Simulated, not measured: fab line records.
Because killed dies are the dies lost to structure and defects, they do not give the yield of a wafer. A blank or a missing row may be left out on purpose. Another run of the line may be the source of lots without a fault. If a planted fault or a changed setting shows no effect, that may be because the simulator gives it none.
Matching of chambers    flow n5-finfet    rie-diel-05 running N5_BEOL_M12_VIA_ETCH_16: 4 sister chambers
The step etches SiOC in C4F8/O2/Ar, target depth 724.8 nm. 8 wafers are shown with their chamber, then 8 later ones without.

WAFERS WITH THEIR CHAMBER
wafer   chamber  drypump-motor-current-A (A)  throttle-valve-pct (%)
L075.6  1        5.2                          24.07
L082.1  1        5.2                          24.08
L084.3  3        5.6                          23.87
L084.4  2        6.3                          24.33
L087.1  2        6.3                          24.33
L087.2  0        6.1                          23.93
L087.3  3        5.6                          23.89
L090.2  0        6.0                          23.97

WAFERS WITH NO CHAMBER GIVEN
wafer   drypump-motor-current-A (A)  throttle-valve-pct (%)
L090.4  5.2                          24.10
L090.6  6.3                          24.34
L094.2  5.6                          23.90
L094.3  5.2                          24.11
L094.5  5.6                          23.91
L097.1  6.3                          24.34
L097.3  5.6                          23.91
L097.6  6.4                          24.36

CHAMBER TAKEN BY EACH
wafer   from the rows above  in truth
L090.4  1                    1
L090.6  2                    2
L094.2  3                    3
L094.3  1                    1
L094.5  3                    3
L097.1  2                    2
L097.3  3                    3
L097.6  2                    2
Correctly placed: 8 of 8. Not placeable from these rows: 0. Placed wrongly: 0.
How it was worked out, from the rows above alone: a wafer's distance from a chamber is the root of the sum, over the readings, of the square of ((its reading less the chamber's mean) divided by the reading's scatter). If the next closest chamber is less than 2 further off than the closest, the wafer can't be placed; otherwise it belongs to the closest. The mean given for a chamber averages the wafers shown for that chamber. The scatter: the root of (the sum of the squares of (reading less its chamber's mean) over the shown wafers, divided by (wafers less chambers)).
